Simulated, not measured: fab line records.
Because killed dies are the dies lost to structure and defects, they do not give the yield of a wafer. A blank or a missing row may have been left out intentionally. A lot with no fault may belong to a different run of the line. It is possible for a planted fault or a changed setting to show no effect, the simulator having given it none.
What tool caused it? ; flow nand harc ; 12 lots, 36 wafers sampled, at 3 steps of a route of 1159

## WHAT EACH GAUGE READ, for each wafer
NHARC_P_M2_THK_MEAS_24: measures by xrf.
lot;measured;on;thk nm (nm)
L699;day 6 17:43;film metro-01;144.9 144.1 147.2
L700;day 6 18:05;film metro-01;143.6 144.6 143.1
L701;day 7 00:49;film metro-01;145.6 145.0 145.2
L702;day 7 01:58;film metro-01;145.2 142.9 141.0
L703;day 7 02:36;film metro-02;146.0 142.6 144.0
L706;day 8 03:22;film metro-02;146.7 144.8 146.4
L709;day 8 15:53;film metro-02;147.1 144.8 145.7
L712;day 9 13:37;film metro-02;143.8 143.0 142.5
L710;day 9 14:01;film metro-01;144.7 147.5 144.7
L713;day 9 16:07;film metro-01;144.8 143.0 145.0
L716;day 10 14:11;film metro-02;143.8 143.4 145.0
L720;day 11 08:16;film metro-02;142.5 145.3 148.0

## EACH LOT AND THE TOOL THAT RAN IT (in order: tool; ch and the chambers of the sampled wafers; start)
lot;NHARC_P_M2_PRE_CLEAN_30;NHARC_P_M2_PVD_21
L699;pvd sputter-02, day 6 17:43 or earlier;pvd sputter-02, day 6 17:43 or earlier
L700;pvd sputter-01, day 6 18:05 or earlier;pvd sputter-01, day 6 18:05 or earlier
L701;pvd sputter-03, day 7 00:49 or earlier;pvd sputter-03, day 7 00:49 or earlier
L702;pvd sputter-03, day 7 01:58 or earlier;pvd sputter-03, day 7 01:58 or earlier
L703;pvd sputter-02, day 7 02:36 or earlier;pvd sputter-02, day 7 02:36 or earlier
L706;pvd sputter-03, day 8 03:22 or earlier;pvd sputter-03, day 8 03:22 or earlier
L709;pvd sputter-02, day 8 15:53 or earlier;pvd sputter-02, day 8 15:53 or earlier
L712;pvd sputter-02, day 9 13:37 or earlier;pvd sputter-02, day 9 13:37 or earlier
L710;pvd sputter-01, day 9 14:01 or earlier;pvd sputter-01, day 9 14:01 or earlier
L713;pvd sputter-03, day 9 16:07 or earlier;pvd sputter-03, day 9 16:07 or earlier
L716;pvd sputter-01, day 10 14:11 or earlier;pvd sputter-01, day 10 14:11 or earlier
L720;pvd sputter-01, day 11 08:16 or earlier;pvd sputter-01, day 11 08:16 or earlier
- NHARC_P_M2_PRE_CLEAN_30: time 30 s.
- NHARC_P_M2_PVD_21: deposits Cu, target thk 30 nm, time 20.49 s.

## AS READ BY THE TOOLS THEMSELVES (means over the sampled wafers that have a number; for cases with no such wafer, the mark the record gives instead)
NHARC_P_M2_PRE_CLEAN_30.
lot;tool;heater power w (W)
L699;pvd sputter-02;412
L700;pvd sputter-01;427
L701;pvd sputter-03;345
L702;pvd sputter-03;381
L703;pvd sputter-02;414
L706;pvd sputter-03;379
L709;pvd sputter-02;410
L712;pvd sputter-02;432
L710;pvd sputter-01;443
L713;pvd sputter-03;389
L716;pvd sputter-01;442
L720;pvd sputter-01;429

NHARC_P_M2_PVD_21.
lot;tool;throttle valve pct (%)
L699;pvd sputter-02;29.6
L700;pvd sputter-01;30.4
L701;pvd sputter-03;30.0
L702;pvd sputter-03;29.5
L703;pvd sputter-02;29.6
L706;pvd sputter-03;30.0
L709;pvd sputter-02;28.8
L712;pvd sputter-02;30.1
L710;pvd sputter-01;30.8
L713;pvd sputter-03;28.9
L716;pvd sputter-01;30.5
L720;pvd sputter-01;31.1

## THE ANSWER, worked out from the rows above alone
Rule: what is usual is taken from the lots themselves. Put in order of their means at a reading, lots are off if they are a third of the lots or fewer, leave a main group of 4 or more, and stand apart from it by a gap of 3 or more times the standard deviation of the main group's means; of several such gaps the widest counts. The tables above print the reading to a certain number of digits; a main group whose means all agree to those digits is not used. Also off: a lot with no number at a reading for which 4 or more lots have one. Any other lot the step has rows for is counted as sound. First the gauges in route order, then the tools' own readings, where a lot's mean is used as printed above. At the first step where some lot is off, the reading lying furthest off is the one used; lots without a number count as furthest.
None of the lots is off at any reading shown; this tells nothing.

## WHAT WAS PUT IN BY THE SIMULATOR
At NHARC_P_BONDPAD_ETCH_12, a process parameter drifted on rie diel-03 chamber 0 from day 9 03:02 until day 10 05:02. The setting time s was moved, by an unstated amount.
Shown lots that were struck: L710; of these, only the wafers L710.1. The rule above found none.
